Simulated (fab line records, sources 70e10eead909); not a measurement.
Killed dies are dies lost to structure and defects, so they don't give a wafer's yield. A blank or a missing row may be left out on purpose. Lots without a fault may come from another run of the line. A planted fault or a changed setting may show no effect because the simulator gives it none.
fab line records | flow nand_harc
record lots=24 wafers=72 last_day=25
route steps=1159 shown A_CONTACT@912 A_BLC@983 A_M0@1011 A_M1@1041
lots that met no fault: from a run of the same line without faults
start_h: hours from the record's first day to the start of the lot's first wafer shown | wait_h: hours since the lot's step before | " the same as in the row above | L1.1+2: a row that stands for several wafers | - no value, or no start given | * or withheld: withheld | < > ~ a bound
route shown NAME@n: a module of which the file shows steps, and the number in the route of the first | usual: mean/standard deviation of fault-free wafers | same: alike in all rows | chamber/n: place in a boat | sites: the reading at each site | _std_site: their standard deviation | _edge_site: outer sites' mean less inner sites' | radius_mm: how far each site lies from the wafer's centre | mask NAME#n: copy n | behind: the tool/chamber that last shaped the wafer | hold: why the lot was held/for how many hours/how that ended | device: the transistor (n, p or np) that didn't switch | end of line: the same wafers' tests at the end of the route | a step without rows: its recipe alone | killed: dies lost to structure and defects at the first sort, not the wafer's yield | map: a wafer's dies, x killed, . not, _ none there
set.NAME: the setting as run; set.NAME@STEP: as run at that earlier step | model.NAME: the simulator's own value behind a step, which no gauge read
steps of the route over a sample of lots; a table a step, a row a wafer
services: from which hour (start_h, from the record's first day; less than 0 if before it) a tool's chamber was out of use, for how many hours, and why
## steps
# step NHARC_A_CONTACT_ETCH_132
# recipe source_w=withheld pressure_mtorr=20 bias_v=1200 time_s=156 target_depth_a=9580 ar_flow_sccm=withheld c4f8_flow_sccm=withheld o2_flow_sccm=withheld chemistry=C4F8/O2/Ar
# columns lot.wafer tool chamber start_h wait_h rf_hours_counter_h
L075.4 har_cap_etch-02 0 378.83 0.1 -
L075.6 " 0 " " -
L075.5 " 1 " " -
L076.1 har_cap_etch-01 0 379.40 0.1 58
L076.2 " 1 " " 58
L076.5 " 0 " " -
L074.1 har_cap_etch-02 1 388.38 0.1 10
L074.2 " 0 " " 10
L074.6 " 1 " " -
L079.1 har_cap_etch-02 0 404.43 0.1 13
L079.4 " 0 " " -
L079.3 " 1 " " -
L080.3 har_cap_etch-01 1 409.27 0.1 -
L080.5 " 0 " " -
L080.6 " 1 " " -
L077.1 har_cap_etch-01 0 414.13 0.1 63
L077.6 " 1 " " -
L077.5 " 0 " " -
L078.2 har_cap_etch-01 1 423.63 0.1 64
L078.4 " 1 " " -
L078.3 " 0 " " -
L081.2 har_cap_etch-02 1 425.32 0.1 17
L081.4 " 0 " " -
L081.5 " 0 " " -
L083.1 har_cap_etch-02 1 437.63 0.1 19
L083.4 " 1 " " -
L083.6 " 1 " " -
L082.1 har_cap_etch-01 0 438.37 0.1 67
L082.2 " 1 " " 67
L082.3 " 1 " " -
L084.2 har_cap_etch-02 0 443.16 0.1 20
L084.4 " 0 " " -
L084.6 " 0 " " -
L085.2 har_cap_etch-02 0 451.27 0.1 22
L085.1 " 1 " " 22
L085.4 " 0 " " -
L088.4 har_cap_etch-01 0 451.57 0.1 -
L088.5 " 1 " " -
L088.6 " 0 " " -
L086.1 har_cap_etch-03 1 463.05 0.2 98
L086.4 " 0 " " -
L086.5 " 1 " " -
L090.2 har_cap_etch-03 0 472.96 0.2 101
L090.1 " 1 " " 101
L090.4 " 0 " " -
L087.1 har_cap_etch-02 1 473.79 0.1 26
L087.2 " 0 " " 26
L087.4 " 1 " " -
L089.1 har_cap_etch-01 1 475.35 0.1 75
L089.2 " 0 " " 75
L089.5 " 0 " " -
L091.2 har_cap_etch-03 0 479.71 0.2 102
L091.3 " 0 " " -
L091.6 " 1 " " -
L093.3 har_cap_etch-01 1 495.55 0.1 -
L093.5 " 0 " " -
L093.6 " 1 " " -
L094.1 har_cap_etch-03 0 497.50 0.1 106
L094.2 " 1 " " 106
L094.6 " 1 " " -
L092.1 har_cap_etch-01 0 498.86 0.1 79
L092.4 " 1 " " -
L092.3 " 0 " " -
L095.3 har_cap_etch-03 0 504.80 0.1 -
L095.6 " 1 " " -
L095.5 " 0 " " -
L096.2 har_cap_etch-01 0 513.57 0.1 83
L096.1 " 1 " " 83
L096.4 " 1 " " -
L097.2 har_cap_etch-01 1 527.65 0.1 85
L097.1 " 0 " " 85
L097.4 " 0 " " -
# step NHARC_A_CONTACT_CVD_19
# recipe target_thk_a=3000 temp_c=300 pressure_torr=40 wf6_flow_sccm=40 h2_flow_sccm=1600 ar_flow_sccm=1560 time_s=802 material=W
# usual heater_power_w=440/35 mfc_ar_sccm=1560/4.6 throttle_valve_pct=7.8/0.35
# columns lot.wafer tool chamber start_h wait_h heater_power_w mfc_ar_sccm throttle_valve_pct
L075.4 cvd_w-01 0 - - 454 1558 7.9
L075.6 " 0 " " 461 1568 7.8
L075.5 " 1 " " 414 1563 8.1
L076.2 cvd_w-01 0 - - 454 1559 7.9
L076.1 " 1 " " 419 1559 8.2
L076.5 " 1 " " 417 1560 8.3
L074.2 cvd_w-02 0 - - 413 1559 8.1
L074.1 " 1 " " 487 1557 7.5
L074.6 " 1 " " 487 1560 7.5
L079.1 cvd_w-02 1 - - 494 1569 7.4
L079.4 " 0 " " 411 1561 7.8
L079.3 " 1 " " 485 1573 7.5
L080.3 cvd_w-02 1 - - 493 1564 7.1
L080.5 " 0 " " 406 1549 7.7
L080.6 " 1 " " 490 1560 7.2
L077.1 cvd_w-01 1 - - 424 1549 8.1
L077.5 " 0 " " 451 1557 7.9
L077.6 " 1 " " 425 1555 8.5
L078.2 cvd_w-02 1 - - 495 1564 7.4
L078.4 " 1 " " 494 1563 7.2
L078.3 " 0 " " 406 1557 8.0
L081.2 cvd_w-01 1 - - 415 1566 8.2
L081.4 " 1 " " 422 1562 8.2
L081.5 " 0 " " 448 1556 7.5
L083.1 cvd_w-01 1 - - 421 1555 8.3
L083.4 " 0 " " 457 1569 8.0
L083.6 " 1 " " 422 1556 8.2
L082.2 cvd_w-02 1 - - 485 1564 7.4
L082.1 " 0 " " 396 1563 8.2
L082.3 " 0 " " 402 1564 8.0
L084.2 cvd_w-02 0 - - 412 1554 8.2
L084.4 " 1 " " 492 1556 7.1
L084.6 " 1 " " 495 1560 7.4
L085.1 cvd_w-02 1 - - 496 1555 7.4
L085.2 " 1 " " 501 1553 7.2
L085.4 " 1 " " 489 1556 7.4
L088.4 cvd_w-01 0 - - 461 1561 7.7
L088.5 " 1 " " 421 1554 8.3
L088.6 " 0 " " 458 1563 7.8
L086.1 cvd_w-01 1 - - 425 1558 8.4
L086.4 " 1 " " 425 1560 8.3
L086.5 " 1 " " 425 1554 8.1
L090.1 cvd_w-02 0 - - 405 1558 8.2
L090.2 " 0 " " 404 1567 8.4
L090.4 " 0 " " 410 1557 8.2
L087.1 cvd_w-02 0 - - 412 1566 8.0
L087.2 " 0 " " 411 1562 8.2
L087.4 " 0 " " 410 1558 8.0
L089.2 cvd_w-01 1 - - 404 1564 7.8
L089.1 " 0 " " 441 1563 7.5
L089.5 " 0 " " 439 1568 7.9
L091.2 cvd_w-02 0 - - 398 1560 8.1
L091.3 " 0 " " 411 1564 8.1
L091.6 " 0 " " 397 1569 8.0
L093.3 cvd_w-01 0 - - 443 1562 7.7
L093.6 " 1 " " 414 1562 7.7
L093.5 " 0 " " 449 1559 7.6
L094.1 cvd_w-02 1 - - 495 1553 7.3
L094.2 " 0 " " 413 1560 8.2
L094.6 " 0 " " 415 1562 8.0
L092.1 cvd_w-02 0 - - 410 1559 7.8
L092.3 " 0 " " 415 1564 8.1
L092.4 " 1 " " 502 1566 7.3
L095.3 cvd_w-01 1 - - 400 1560 7.9
L095.6 " 1 " " 408 1564 8.2
L095.5 " 0 " " 439 1566 7.9
L096.2 cvd_w-02 0 - - 413 1556 8.1
L096.1 " 1 " " 487 1556 7.3
L096.4 " 1 " " 485 1559 7.4
L097.1 cvd_w-02 0 - - 407 1557 8.2
L097.2 " 1 " " 490 1562 7.6
L097.4 " 0 " " 419 1561 8.2
# step NHARC_A_BLC_STRIP_21
# recipe o2_flow_sccm=500 ar_flow_sccm=0 bias_w=0 chemistry=O2
# usual drypump_motor_current_A=5.8/0.69 mfc_ar_sccm=0.006/0.011 oes_product_au=1.001/0.0085 rf_vpp_V=57.9/0.95 showerhead_plenum_p_Torr=3.53/0.13 throttle_valve_pct=17.036/0.0086
# columns lot.wafer tool chamber start_h wait_h drypump_motor_current_A mfc_ar_sccm oes_product_au rf_hours_counter_h rf_vpp_V showerhead_plenum_p_Torr throttle_valve_pct
L075.4 rie_diel-05 3 397.68 0.3 6.5 0.011 1.010 6 58.4 3.52 17.048
L075.5 " 1 " " 6.4 0.035 0.994 - 56.7 3.65 17.044
L075.6 " 2 " " 4.7 0 0.993 - 56.9 3.35 17.044
L076.2 rie_diel-06 3 398.37 0.1 6.4 0 0.985 13 58.2 3.63 17.028
L076.1 " 0 " " 6.6 0 0.975 12 59.4 3.65 17.028
L076.5 " 3 " " 6.4 0 0.993 - 58.3 3.63 17.034
L074.1 rie_diel-06 3 408.19 0.1 6.4 0 1.001 14 58.6 3.63 17.052
L074.2 " 1 " " 6.3 0.002 1.003 14 57.4 3.36 17.025
L074.6 " 3 " " 6.4 0 0.989 - 57.3 3.63 17.021
L079.4 rie_diel-11 1 417.54 0.2 5.9 0 1.003 15 57.7 3.54 17.032
L079.1 " 2 " " 5.4 0 0.999 17 57.5 3.65 17.032
L079.3 " 0 " " 6.1 0 1.015 16 56.9 3.54 17.044
L080.3 rie_diel-11 0 423.29 0.2 6.1 0 1.021 18 59.0 3.54 17.040
L080.6 " 3 " " 5.5 0.012 1.007 - 58.0 3.55 17.041
L080.5 " 0 " " 6.1 0 1.019 - 59.5 3.54 17.047
L077.1 rie_diel-11 1 428.81 0.1 5.8 0 1.008 18 57.4 3.54 17.042
L077.5 " 1 " " 5.8 0 1.006 - 58.8 3.54 17.035
L077.6 " 2 " " 5.4 0 1.004 - 56.6 3.65 17.040
L078.2 rie_diel-11 0 437.83 0.1 6.1 0 1.019 21 58.0 3.53 17.028
L078.4 " 2 " " 5.4 0 1.004 23 57.9 3.65 17.024
L078.3 " 3 " " 5.5 0.012 1.009 23 59.0 3.55 17.030
L081.2 rie_diel-05 3 440.13 0.1 6.4 0.011 1.002 10 56.7 3.52 17.030
L081.4 " 0 " " 4.7 0 1.000 10 57.5 3.35 17.037
L081.5 " 2 " " 4.7 0 1.004 - 58.2 3.35 17.038
L083.4 rie_diel-05 3 449.71 0.1 6.4 0.011 1.008 12 56.8 3.52 17.048
L083.1 " 1 " " 6.4 0.035 1.011 11 58.1 3.65 17.037
L083.6 " 3 " " 6.4 0.011 0.991 - 56.2 3.52 17.037
L082.3 rie_diel-05 2 450.66 0.1 4.7 0 1.011 12 60.1 3.35 17.045
L082.1 " 3 " " 6.4 0.011 1.009 12 58.4 3.52 17.034
L082.2 " 0 " " 4.7 0 1.007 11 56.8 3.35 17.051
L084.4 rie_diel-06 2 459.56 0.1 5.5 0 1.009 1 58.0 3.68 17.025
L084.2 " 0 " " 6.6 0 0.983 3 59.5 3.65 17.043
L084.6 " 2 " " 5.5 0 1.001 - 56.3 3.68 17.037
L088.4 rie_diel-06 3 467.60 0.1 6.4 0 1.006 4 57.6 3.63 17.045
L088.5 " 3 " " 6.4 0 1.005 - 56.6 3.63 17.028
L088.6 " 0 " " 6.6 0 0.993 - 59.7 3.65 17.025
L085.2 rie_diel-11 0 467.82 0.1 6.1 0 1.019 32 56.8 3.53 17.038
L085.1 " 1 " " 5.8 0 0.996 31 57.0 3.53 17.032
L085.4 " 1 " " 5.8 0 0.997 - 59.0 3.53 17.043
L086.4 rie_diel-06 1 477.40 0.1 6.3 0.002 0.992 4 58.7 3.36 17.042
L086.1 " 3 " " 6.4 0 1.004 5 58.0 3.63 17.032
L086.5 " 0 " " 6.5 0 0.980 - 58.9 3.65 17.037
L090.1 rie_diel-06 1 492.05 0.1 6.4 0.002 1.002 5 58.0 3.36 17.038
L090.2 " 2 " " 5.5 0 0.994 4 57.8 3.67 17.011
L090.4 " 0 " " 6.6 0 0.996 6 58.2 3.65 17.040
L087.2 rie_diel-05 3 493.67 0.1 6.5 0.011 1.013 18 58.7 3.52 17.034
L087.1 " 0 " " 4.7 0 0.999 17 57.5 3.34 17.033
L087.4 " 1 " " 6.4 0.035 1.004 18 58.7 3.65 17.029
L089.2 rie_diel-06 3 501.90 0.1 6.4 0 1.002 7 57.3 3.63 17.039
L089.1 " 2 " " 5.5 0 1.003 5 57.3 3.67 17.038
L089.5 " 3 " " 6.4 0 1.009 - 57.1 3.63 17.040
L091.2 rie_diel-05 2 509.08 0.1 4.7 0 0.991 19 56.8 3.34 17.039
L091.3 " 3 " " 6.4 0.011 1.004 18 57.0 3.52 17.019
L091.6 " 1 " " 6.4 0.035 1.003 - 58.2 3.64 17.039
L093.3 rie_diel-06 0 510.21 0.1 6.6 0 0.989 8 59.1 3.65 17.048
L093.6 " 0 " " 6.6 0 0.983 - 58.6 3.65 17.036
L093.5 " 1 " " 6.4 0.002 1.009 - 58.7 3.36 17.028
L094.1 rie_diel-05 2 510.83 0.1 4.7 0 1.004 19 58.0 3.34 17.044
L094.2 " 0 " " 4.7 0 1.006 19 57.8 3.34 17.034
L094.6 " 2 " " 4.7 0 1.008 - 59.5 3.34 17.032
L092.4 rie_diel-05 1 511.44 0.1 6.4 0.035 1.009 19 58.6 3.64 17.027
L092.1 " 2 " " 4.7 0 0.988 19 58.4 3.34 17.028
L092.3 " 0 " " 4.7 0 1.009 19 56.2 3.34 17.029
L095.3 rie_diel-05 2 515.77 0.1 4.7 0 1.017 19 56.6 3.34 17.043
L095.5 " 0 " " 4.8 0 1.005 - 56.6 3.34 17.040
L095.6 " 1 " " 6.4 0.035 1.011 - 57.4 3.64 17.042
L096.4 rie_diel-06 0 528.29 0.1 6.5 0 1.003 10 58.6 3.65 17.041
L096.1 " 1 " " 6.3 0.002 0.995 10 58.2 3.36 17.034
L096.2 " 2 " " 5.5 0 1.007 8 59.2 3.67 17.039
L097.4 rie_diel-05 2 538.58 0.1 4.7 0 0.996 2 58.3 3.34 17.031
L097.2 " 0 " " 4.7 0 0.994 2 56.9 3.34 17.049
L097.1 " 1 " " 6.4 0.035 0.995 2 58.6 3.64 17.028
# step NHARC_A_BLC_PVD_32
# recipe target_thk_a=50 chamber_pressure_pa=5 power_w=5000 substrate_temp_c=200 time_s=17.7 material=Ti
# usual throttle_valve_pct=30.1/0.81
# columns lot.wafer tool chamber start_h wait_h throttle_valve_pct
L075.4 pvd_sputter-01 - - - 30.1
L075.6 " - " " 32.0
L075.5 " - " " 29.1
L076.1 pvd_sputter-01 - - - 29.3
L076.2 " - " " 30.4
L076.5 " - " " 29.1
L074.1 pvd_sputter-01 - - - 30.2
L074.2 " - " " 32.0
L074.6 " - " " 29.3
L079.4 pvd_sputter-01 - - - 31.9
L079.3 " - " " 29.4
L079.1 " - " " 30.5
L080.3 pvd_sputter-03 - - - 29.4
L080.6 " - " " 30.3
L080.5 " - " " 29.5
L077.1 pvd_sputter-01 - - - 28.9
L077.6 " - " " 29.2
L077.5 " - " " 30.2
L078.3 pvd_sputter-02 - - - 30.4
L078.2 " - " " 30.4
L078.4 " - " " 28.8
L081.2 pvd_sputter-03 - - - 30.1
L081.4 " - " " 30.0
L081.5 " - " " 30.4
L083.4 pvd_sputter-03 - - - 29.7
L083.1 " - " " 30.2
L083.6 " - " " 30.7
L082.1 pvd_sputter-03 - - - 29.3
L082.2 " - " " 30.5
L082.3 " - " " 30.3
L084.2 pvd_sputter-02 - - - 28.7
L084.4 " - " " 30.1
L084.6 " - " " 30.2
L088.4 pvd_sputter-03 - - - 31.0
L088.6 " - " " 30.7
L088.5 " - " " 30.8
L085.1 pvd_sputter-02 - - - 30.2
L085.2 " - " " 30.0
L085.4 " - " " 30.5
L086.1 pvd_sputter-03 - - - 31.0
L086.4 " - " " 30.9
L086.5 " - " " 29.7
L090.4 pvd_sputter-02 - - - 30.4
L090.2 " - " " 28.6
L090.1 " - " " 29.9
L087.2 pvd_sputter-03 - - - 31.0
L087.4 " - " " 30.2
L087.1 " - " " 29.5
L089.2 pvd_sputter-03 - - - 30.7
L089.1 " - " " 29.6
L089.5 " - " " 31.0
L091.3 pvd_sputter-03 - - - 29.9
L091.2 " - " " 30.9
L091.6 " - " " 30.3
L093.3 pvd_sputter-01 - - - 29.6
L093.6 " - " " 30.1
L093.5 " - " " 29.4
L094.1 pvd_sputter-02 - - - 30.1
L094.2 " - " " 30.3
L094.6 " - " " 30.7
L092.3 pvd_sputter-02 - - - 28.9
L092.1 " - " " 30.3
L092.4 " - " " 30.3
L095.3 pvd_sputter-02 - - - 30.2
L095.6 " - " " 28.6
L095.5 " - " " 30.4
L096.4 pvd_sputter-03 - - - 31.0
L096.1 " - " " 30.9
L096.2 " - " " 30.4
L097.2 pvd_sputter-01 - - - 29.8
L097.4 " - " " 29.2
L097.1 " - " " 29.8
# step NHARC_A_M0_STRIP_18
# recipe power_w=1000 n2_flow_sccm=150 h2_flow_sccm=150 ar_flow_sccm=0 bias_w=0 chemistry=N2/H2
# usual drypump_motor_current_A=5.8/0.48 mfc_ar_sccm=0.011/0.013 oes_product_au=1.001/0.011 rf_vpp_V=90.4/1 showerhead_plenum_p_Torr=1.99/0.089 throttle_valve_pct=14.172/0.0094
# columns lot.wafer tool chamber start_h wait_h drypump_motor_current_A mfc_ar_sccm oes_product_au rf_hours_counter_h rf_vpp_V showerhead_plenum_p_Torr throttle_valve_pct
L075.6 rie_diel-08 0 408.36 0.2 6.4 0 1.010 - 92.3 2.02 14.174
L075.5 " 1 " " 5.9 0.013 0.993 - 89.4 1.90 14.178
L075.4 " 3 " " 5.7 0 0.984 - 90.0 2.04 14.165
L076.1 rie_diel-04 1 408.60 0.1 6.6 0 1.016 8 90.7 2.00 14.166
L076.2 " 2 " " 5.7 0.036 0.996 8 89.1 1.90 14.180
L076.5 " 3 " " 5.2 0 1.001 - 93.1 2.19 14.175
L074.2 rie_diel-08 1 412.34 0.1 6.0 0.013 0.989 8 89.8 1.90 14.171
L074.1 " 2 " " 5.4 0 1.000 7 89.9 1.97 14.168
L074.6 " 1 " " 6.0 0.013 0.990 - 88.9 1.90 14.167
L079.3 rie_diel-01 0 422.97 0.1 6.1 0.027 1.012 7 90.6 1.91 14.150
L079.4 " 2 " " 6.1 0.027 1.020 7 90.0 1.94 14.179
L079.1 " 3 " " 5.8 0.032 1.015 7 90.3 1.99 14.174
L080.3 rie_diel-01 2 426.98 0.1 6.0 0.027 1.025 7 91.1 1.94 14.178
L080.5 " 2 " " 6.1 0.027 1.012 - 90.8 1.94 14.178
L080.6 " 3 " " 5.8 0.032 1.020 - 89.7 1.99 14.185
L077.1 rie_diel-01 1 436.77 0.2 4.8 0.014 0.999 9 90.0 2.17 14.180
L077.6 " 2 " " 6.0 0.027 1.014 - 90.2 1.94 14.184
L077.5 " 3 " " 5.8 0.032 1.007 - 89.1 1.99 14.175
L078.2 rie_diel-04 2 441.09 0.1 5.7 0.036 0.994 10 87.8 1.90 14.148
L078.3 " 3 " " 5.2 0 0.995 10 90.6 2.19 14.168
L078.4 " 1 " " 6.6 0 1.017 10 90.7 2.00 14.168
L081.4 rie_diel-04 1 443.44 0.1 6.6 0 1.013 10 90.0 2.00 14.168
L081.2 " 2 " " 5.7 0.036 0.994 10 88.8 1.90 14.175
L081.5 " 0 " " 5.3 0 0.993 - 89.5 1.91 14.178
L083.1 rie_diel-08 0 453.84 0.1 6.3 0 1.000 11 90.9 2.02 14.176
L083.4 " 0 " " 6.3 0 0.998 - 91.5 2.02 14.169
L083.6 " 1 " " 6.0 0.013 0.982 - 90.5 1.90 14.174
L082.2 rie_diel-01 1 458.21 0.1 4.8 0.014 1.008 10 91.1 2.17 14.168
L082.1 " 3 " " 5.8 0.032 1.022 9 92.0 1.99 14.186
L082.3 " 0 " " 6.1 0.027 1.030 9 90.5 1.91 14.176
L084.2 rie_diel-01 2 467.70 0.1 6.0 0.027 1.016 10 90.3 1.94 14.184
L084.4 " 3 " " 5.8 0.032 1.019 11 90.9 1.98 14.184
L084.6 " 2 " " 6.0 0.027 1.015 - 90.3 1.94 14.184
L088.4 rie_diel-08 1 471.64 0.2 5.9 0.013 0.989 - 90.8 1.90 14.173
L088.5 " 3 " " 5.6 0 0.980 - 92.0 2.04 14.174
L088.6 " 0 " " 6.3 0 1.009 - 90.2 2.02 14.161
L085.4 rie_diel-01 2 471.76 0.1 6.0 0.027 1.008 10 90.2 1.94 14.174
L085.1 " 0 " " 6.0 0.027 1.017 11 89.0 1.90 14.183
L085.2 " 1 " " 4.8 0.014 1.002 11 91.0 2.17 14.171
L086.4 rie_diel-04 2 483.12 0.1 5.7 0.036 0.993 0 90.7 1.90 14.184
L086.1 " 3 " " 5.2 0 0.992 0 91.9 2.19 14.167
L086.5 " 1 " " 6.6 0 0.988 - 88.8 2.00 14.153
L090.4 rie_diel-01 1 508.07 0.1 4.8 0.014 1.004 1 91.4 2.16 14.161
L090.2 " 2 " " 6.0 0.027 1.017 1 89.5 1.94 14.178
L090.1 " 3 " " 5.8 0.032 1.010 1 90.3 1.98 14.159
L087.4 rie_diel-08 2 508.51 0.1 5.4 0 0.996 1 90.5 1.96 14.156
L087.2 " 3 " " 5.6 0 0.981 1 91.9 2.04 14.170
L087.1 " 1 " " 5.9 0.013 1.003 2 89.4 1.90 14.186
L089.2 rie_diel-04 1 509.67 0.1 6.6 0 0.988 2 90.1 2.00 14.175
L089.1 " 2 " " 5.7 0.036 0.988 2 89.9 1.90 14.168
L089.5 " 0 " " 5.3 0 0.999 - 89.6 1.91 14.183
L091.2 rie_diel-04 0 512.72 0.1 5.3 0 0.985 3 89.0 1.91 14.179
L091.3 " 2 " " 5.7 0.036 0.999 2 88.1 1.90 14.158
L091.6 " 1 " " 6.6 0 0.997 - 90.7 2.00 14.175
L093.3 rie_diel-08 1 513.64 0.2 6.0 0.013 1.012 2 90.8 1.90 14.169
L093.6 " 2 " " 5.3 0 1.004 - 91.3 1.96 14.156
L093.5 " 3 " " 5.7 0 0.983 - 91.1 2.04 14.163
L094.2 rie_diel-08 3 514.07 0.1 5.7 0 0.985 2 91.1 2.04 14.177
L094.1 " 0 " " 6.3 0 0.993 2 90.4 2.01 14.167
L094.6 " 3 " " 5.7 0 0.991 - 90.8 2.04 14.172
L092.3 rie_diel-08 2 514.89 0.1 5.3 0 1.012 2 90.6 1.96 14.167
L092.1 " 3 " " 5.7 0 0.994 2 90.5 2.04 14.162
L092.4 " 1 " " 5.9 0.013 1.000 2 90.6 1.90 14.174
L095.3 rie_diel-08 3 519.53 0.2 5.6 0 0.992 2 91.0 2.04 14.177
L095.5 " 0 " " 6.3 0 0.992 - 89.5 2.01 14.177
L095.6 " 1 " " 6.0 0.013 0.993 - 89.0 1.90 14.183
L096.2 rie_diel-04 1 535.57 0.1 6.6 0 0.995 4 90.1 1.99 14.174
L096.4 " 2 " " 5.7 0.036 1.007 3 90.1 1.90 14.168
L096.1 " 3 " " 5.2 0 0.995 4 92.2 2.19 14.166
L097.4 rie_diel-08 0 541.91 0.1 6.3 0 0.998 4 92.1 2.01 14.179
L097.1 " 1 " " 6.0 0.013 1.002 4 89.0 1.90 14.174
L097.2 " 2 " " 5.3 0 1.005 4 89.8 1.96 14.185
# step NHARC_A_M1_ETCH_15
# recipe target_depth_a=1825 time_s=91.2 c4f8_flow_sccm=withheld ar_flow_sccm=400 rf_w=600 bias_w=300 chemistry=C4F8/Ar
# usual oes_product_au=0.954/0.022 rf_vpp_V=441.0/2.9
# columns lot.wafer tool chamber start_h wait_h oes_product_au rf_hours_counter_h rf_vpp_V
L075.4 rie_diel-10 1 - - 0.927 1 438.5
L075.5 " 0 " " 0.916 - 437.7
L075.6 " 1 " " 0.930 - 437.7
L076.2 rie_diel-10 1 - - 0.940 1 438.5
L076.1 " 2 " " 0.952 1 445.4
L076.5 " 1 " " 0.942 - 438.5
L074.1 rie_diel-10 0 - - 0.955 1 439.3
L074.2 " 1 " " 0.960 1 437.6
L074.6 " 3 " " 0.986 - 441.4
L079.4 rie_diel-07 1 - - 0.952 0 441.3
L079.1 " 3 " " 0.974 0 436.4
L079.3 " 0 " " 0.963 0 443.1
L080.3 rie_diel-12 1 - - 0.981 3 445.2
L080.6 " 0 " " 0.954 - 444.2
L080.5 " 1 " " 0.980 - 443.7
L077.1 rie_diel-10 1 - - 0.905 2 440.3
L077.6 " 0 " " 0.919 - 437.5
L077.5 " 1 " " 0.920 - 439.2
L078.3 rie_diel-12 2 - - 0.955 5 445.0
L078.4 " 3 " " 0.959 6 437.7
L078.2 " 1 " " 0.976 5 444.3
L081.4 rie_diel-10 0 - - 0.957 2 435.7
L081.2 " 2 " " 0.968 2 444.8
L081.5 " 0 " " 0.970 - 437.3
L083.4 rie_diel-07 2 - - 0.976 1 441.4
L083.1 " 0 " " 0.964 2 441.9
L083.6 " 3 " " 0.966 - 437.1
L082.1 rie_diel-10 1 - - 0.938 2 439.4
L082.3 " 2 " " 0.946 2 444.8
L082.2 " 3 " " 0.970 2 442.4
L084.2 rie_diel-10 3 - - 0.933 2 442.7
L084.4 " 2 " " 0.931 - 444.2
L084.6 " 1 " " 0.923 - 439.0
L088.4 rie_diel-07 2 - - 0.955 3 442.0
L088.6 " 0 " " 0.964 - 441.6
L088.5 " 1 " " 0.980 - 441.7
L085.1 rie_diel-10 0 - - 0.968 2 438.7
L085.2 " 1 " " 0.969 3 440.1
L085.4 " 3 " " 0.973 3 440.3
L086.4 rie_diel-07 3 - - 0.927 4 436.8
L086.1 " 1 " " 0.936 3 442.3
L086.5 " 3 " " 0.924 - 436.9
L090.1 rie_diel-12 2 - - 0.923 10 446.2
L090.4 " 0 " " 0.920 11 444.5
L090.2 " 1 " " 0.925 11 444.3
L087.2 rie_diel-12 3 - - 0.929 11 439.1
L087.4 " 0 " " 0.920 11 446.2
L087.1 " 2 " " 0.924 10 445.8
L089.2 rie_diel-07 3 - - 0.940 4 437.5
L089.1 " 0 " " 0.938 4 441.8
L089.5 " 2 " " 0.956 - 442.1
L091.2 rie_diel-12 3 - - 0.969 11 438.0
L091.3 " 0 " " 0.980 12 443.9
L091.6 " 3 " " 0.969 - 439.0
L093.3 rie_diel-07 0 - - 0.977 4 442.5
L093.5 " 2 " " 0.957 - 442.5
L093.6 " 3 " " 0.973 - 438.0
L094.1 rie_diel-07 1 - - 0.990 4 441.7
L094.2 " 2 " " 0.965 4 442.0
L094.6 " 1 " " 0.991 - 440.1
L092.1 rie_diel-07 0 - - 0.978 4 442.4
L092.4 " 1 " " 0.962 4 443.2
L092.3 " 2 " " 0.966 4 443.1
L095.3 rie_diel-10 0 - - 0.977 3 435.6
L095.5 " 1 " " 0.951 - 439.7
L095.6 " 2 " " 0.976 - 443.5
L096.2 rie_diel-10 0 - - 0.966 0 436.5
L096.4 " 1 " " 0.952 0 439.7
L096.1 " 2 " " 0.961 0 443.7
L097.4 rie_diel-07 3 - - 0.924 7 435.2
L097.2 " 1 " " 0.932 6 441.0
L097.1 " 2 " " 0.930 6 441.1
## services
# columns tool chamber start_h hours kind
cvd_w-02 - 378.93 13.0 pm
rie_diel-08 2 404.82 6.8 repair
rie_diel-07 - 405.20 9.0 pm
rie_diel-06 - 418.34 9.0 pm
rie_diel-10 0 421.64 12.1 repair
rie_diel-08 1 429.20 4.5 repair
rie_diel-07 1 434.86 5.7 repair
rie_diel-06 2 439.07 15.7 repair
rie_diel-08 2 448.00 11.9 repair
rie_diel-07 - 454.25 0.5 repair
pvd_sputter-03 - 458.00 10.0 pm
rie_diel-08 0 460.50 2.8 repair
rie_diel-08 2 468.44 9.8 repair
rie_diel-10 0 469.51 3.1 repair
rie_diel-10 0 476.35 1.3 repair
rie_diel-07 - 476.56 0.8 repair
rie_diel-08 - 478.81 9.0 pm
cvd_w-01 - 480.94 13.0 pm
rie_diel-07 - 503.83 0.5 repair
pvd_sputter-03 - 509.94 3.9 repair
rie_diel-05 - 517.61 9.0 pm
rie_diel-10 - 530.50 9.0 pm
rie_diel-07 2 530.60 10.0 repair
har_cap_etch-01 - 534.23 29.4 repair
## key
fault none
